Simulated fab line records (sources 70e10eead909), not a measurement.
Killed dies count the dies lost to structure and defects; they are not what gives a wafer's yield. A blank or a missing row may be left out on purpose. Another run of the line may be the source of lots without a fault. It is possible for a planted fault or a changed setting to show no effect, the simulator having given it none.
The tool behind it: which one?	flow nand harc	14 lots, 39 wafers sampled, at 6 steps of a route of 1159

== WHAT THE GAUGES SHOWED, per wafer ==
NHARC_P_STI_OVL_MEAS_10. Usual: overlay x nm 1 nm, standard deviation 6.2; overlay y nm 0 nm, standard deviation 5.2.
lot	measured	on	overlay x nm (nm)	overlay y nm (nm)	flag
L453	day 2 17:10	overlay-02	-6 -5 -5	-2 -1 -2	
L454	day 3 03:31	overlay-02	6 7 7	2 3 2	
L455	day 3 03:40	overlay-02	-6 -7 -6	0 1 0	
L457	day 3 18:05	overlay-01	3 3 3	2 2 2	
L458	day 4 01:55	overlay-02	3 3 3	11 10 11	
L460	day 4 11:15	overlay-02	-4 -4 -3	-7 -7 -7	
L461	day 4 19:06	overlay-02	3 4 4	-3 -3 -3	
L464	day 5 11:10	overlay-02	5 5	8 8	
L465	day 5 18:48	overlay-01	7 8	7 7	
L468	day 6 14:16	overlay-01	-10 -9	-4 -4	
L469	day 6 14:25	overlay-02	-1 -1 -2	-2 -2 -2	
L471	day 7 01:53	overlay-01	-7 -7 -6	1 1 1	
L472	day 7 12:47	overlay-02	-5 -5 -5	-7 -7 -8	
L475	day 8 04:43	overlay-02	3 3 3	-8 -9 -9	

NHARC_P_STI_INSPECT_25. Usual: raw defect count at 243, with a standard deviation of 100.
lot	measured	on	raw defect count	flag
L453	day 3 23:01	defect inspect-01	361 330 250	
L454	day 4 08:39	defect inspect-02	138 113 125	
L455	day 4 08:39	defect inspect-01	241 325 390	
L457	day 4 18:15	defect inspect-01	184 234 162	
L458	day 5 12:41	defect inspect-02	156 161 147	
L460	day 5 12:43	defect inspect-02	132 107 202	
L461	day 6 02:41	defect inspect-01	177 289 152	
L464	day 6 23:41	defect inspect-02	173 234	
L465	day 7 04:14	defect inspect-01	479 225	
L468	day 7 20:19	defect inspect-01	214 176	
L469	day 7 20:19	defect inspect-02	227 350 394	
L471	day 8 12:46	defect inspect-01	318 283 366	
L472	day 8 18:16	defect inspect-01	233 257 153	
L475	day 9 05:07	defect inspect-01	139 104 128	

NHARC_P_GATE_CD_MEAS_26: target cd 120 nm. Usual: cd nm at 120.2 nm, with a standard deviation of 0.45.
lot	measured	on	cd nm (nm)	flag
L453	day 4 21:08	cd sem-03	120.7 120.3 120.4	
L454	day 5 08:17	cd sem-02	120.6 119.8 121.0	
L455	day 5 07:48	cd sem-03	118.9 119.6 119.5	
L457	day 5 20:19	cd sem-01	120.3 120.3 121.2	
L458	day 6 12:13	cd sem-02	120.4 119.9 120.2	
L460	day 6 12:22	cd sem-02	120.3 120.2 120.3	
L461	day 7 04:16	cd sem-01	120.4 119.9 120.5	
L464	day 7 23:06	cd sem-03	127.9 127.8	OFF
L465	day 8 02:12	cd sem-02	120.3 127.9	OFF
L468	day 8 18:58	cd sem-02	119.5 127.0	OFF
L469	day 8 18:45	cd sem-02	120.0 120.6 120.0	
L471	day 9 11:58	cd sem-02	120.7 120.1 120.3	
L472	day 9 17:37	cd sem-01	121.3 120.2 120.1	
L475	day 10 03:58	cd sem-03	119.7 120.9 120.0	

NHARC_END_SORT_01. Usual: killed at array 31, standard deviation 12; killed at other 0.6, standard deviation 0.85; killed at periphery 3.0, standard deviation 2.3; killed dies 35, standard deviation 12; killed open 3.2, standard deviation 1.9; killed short 1.8, standard deviation 1.4.
lot	measured	on	killed at array	killed at other	killed at periphery	killed dies	killed open	killed short	flag
L464	day 22 07:05	prober-02	22	0	3	25	2	0	
L465	day 23 15:55	prober-02	29	1	4	34	3	3	

== WHAT TOOL EACH LOT RAN ON (gives the tool, then ch and the chambers of the sampled wafers, and finally the start) ==
lot	NHARC_P_GATE_PEB_24	NHARC_P_GATE_ETCH_104
L453	litho track-06 ch 0, day 4 21:04	rie diel-06 ch 0,1,3, day 4 21:26
L454	litho track-06 ch 0, day 5 08:12	rie diel-06 ch 0,1,3, day 5 09:17
L455	litho track-06 ch 0, day 5 07:43	rie diel-05 ch 0,1,2, day 5 08:10
L457	litho track-06 ch 0, day 5 20:14	rie diel-06 ch 0,1,3, day 5 20:37
L458	litho track-06 ch 0, day 6 12:08	rie diel-05 ch 0,2,3, day 6 12:40
L460	litho track-06 ch 0, day 6 12:17	rie diel-13 ch 1,2, day 6 12:48
L461	litho track-06 ch 0, day 7 04:11	rie diel-05 ch 0,1,2, day 7 04:33
L464	litho track-06 ch 0, day 7 23:01	rie diel-06 ch 0,3, day 7 23:22
L465	litho track-06 ch 0, day 8 02:07	rie diel-06 ch 0,2, day 8 02:43
L468	litho track-06 ch 0, day 8 18:53	rie diel-05 ch 1,2, day 8 19:15
L469	litho track-01 ch 0, day 8 18:41	rie diel-06 ch 1,2, day 8 19:02
L471	litho track-01 ch 0, day 9 11:53	rie diel-06 ch 0,1,2, day 9 12:17
L472	litho track-01 ch 0, day 9 17:32	rie diel-06 ch 1,2,3, day 9 17:53
L475	litho track-04 ch 0, day 10 03:52	rie diel-13 ch 0,2, day 10 05:07
- NHARC_P_GATE_PEB_24: peb time 65 s.
- NHARC_P_GATE_ETCH_104: etches the open film in CF4/CHF3, target depth 60 nm.

== WHAT THE TOOLS THEMSELVES READ (means of the sampled wafers that have a number; where no wafer has one, the mark that the record gives instead) ==
NHARC_P_GATE_PEB_24. Usual: heater power total W at 156.6 W, with a standard deviation of 0.43.
lot	tool	heater power total W (W)	flag
L453	litho track-06	156.2	
L454	litho track-06	156.5	
L455	litho track-06	156.5	
L457	litho track-06	156.6	
L458	litho track-06	156.5	
L460	litho track-06	156.5	
L461	litho track-06	157.0	
L464	litho track-06	174.2	OFF
L465	litho track-06	165.6	OFF
L468	litho track-06	165.6	OFF
L469	litho track-01	156.8	
L471	litho track-01	156.7	
L472	litho track-01	156.6	
L475	litho track-04	156.7	

NHARC_P_GATE_ETCH_104. Usual: drypump motor current A 5.8 A, standard deviation 0.48; oes product au 0.938 a.u., standard deviation 0.017; rf vpp V 371.2 V, standard deviation 2.5; showerhead plenum p Torr 1.59 Torr, standard deviation 0.071; throttle valve pct 16.802 %, standard deviation 0.0094.
lot	tool	drypump motor current A (A)	oes product au (a.u.)	rf vpp V (V)	showerhead plenum p Torr (Torr)	throttle valve pct (%)	flag
L453	rie diel-06	5.8	0.925	370.2	1.57	16.795	
L454	rie diel-06	5.8	0.939	371.0	1.57	16.798	
L455	rie diel-05	5.9	0.940	372.7	1.65	16.801	
L457	rie diel-06	5.8	0.922	370.8	1.57	16.806	
L458	rie diel-05	6.0	0.923	372.1	1.63	16.807	
L460	rie diel-13	6.1	0.936	371.2	1.57	16.803	
L461	rie diel-05	5.9	0.975	373.0	1.65	16.803	
L464	rie diel-06	5.9	0.923	372.4	1.60	16.805	
L465	rie diel-06	5.2	0.921	372.1	1.61	16.791	
L468	rie diel-05	5.8	0.960	372.6	1.62	16.807	
L469	rie diel-06	5.3	0.927	368.9	1.54	16.798	
L471	rie diel-06	5.2	0.940	369.9	1.56	16.796	
L472	rie diel-06	5.7	0.924	370.8	1.59	16.802	
L475	rie diel-13	5.8	0.924	370.2	1.55	16.793	

== THE ANSWER, worked out from the rows above alone ==
Rule: a lot counts as off when the mean over its wafers that have a number is more than 3 standard deviations away from the usual mean. A lot without any number at a reading at which 4 lots or more have one is off too. Where the step has rows for the other lots, those lots are counted as sound. Order of review: gauges by route order, followed by the tools' own readings, for which a lot's mean as printed above is used. The first step at which some lot is off is used, and at that step the reading that is off furthest; a lot without a number counts as furthest.
Off: L464, L465, L468, at NHARC_P_GATE_CD_MEAS_26 (cd nm).
A tool fits if, at a process step before that reading, it ran every lot that is off, and no sound lot after the first of them. Not tried: the gauges at NHARC_P_GATE_CD_MEAS_26; whatever is off there is also off at NHARC_P_GATE_PEB_24, on other tools, and gauge error can't account for it. One fits: NHARC_P_GATE_PEB_24 on litho track-06. A fault onset in the window from L461 (day 7 04:11, its last sound lot) to L464 (day 7 23:01, its first lot off) fits.
On the lots that are off, the tool's own readings at NHARC_P_GATE_PEB_24 differ by more than 5 times the standard deviation of the sound lots' means, which bears it out; heater power total W reads 168.5 W there versus 156.6 W on the sound lots.

== WHAT HAD BEEN PUT IN BY THE SIMULATOR ==
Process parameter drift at NHARC_P_GATE_PEB_24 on litho track-06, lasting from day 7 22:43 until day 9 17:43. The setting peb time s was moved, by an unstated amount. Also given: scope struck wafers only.
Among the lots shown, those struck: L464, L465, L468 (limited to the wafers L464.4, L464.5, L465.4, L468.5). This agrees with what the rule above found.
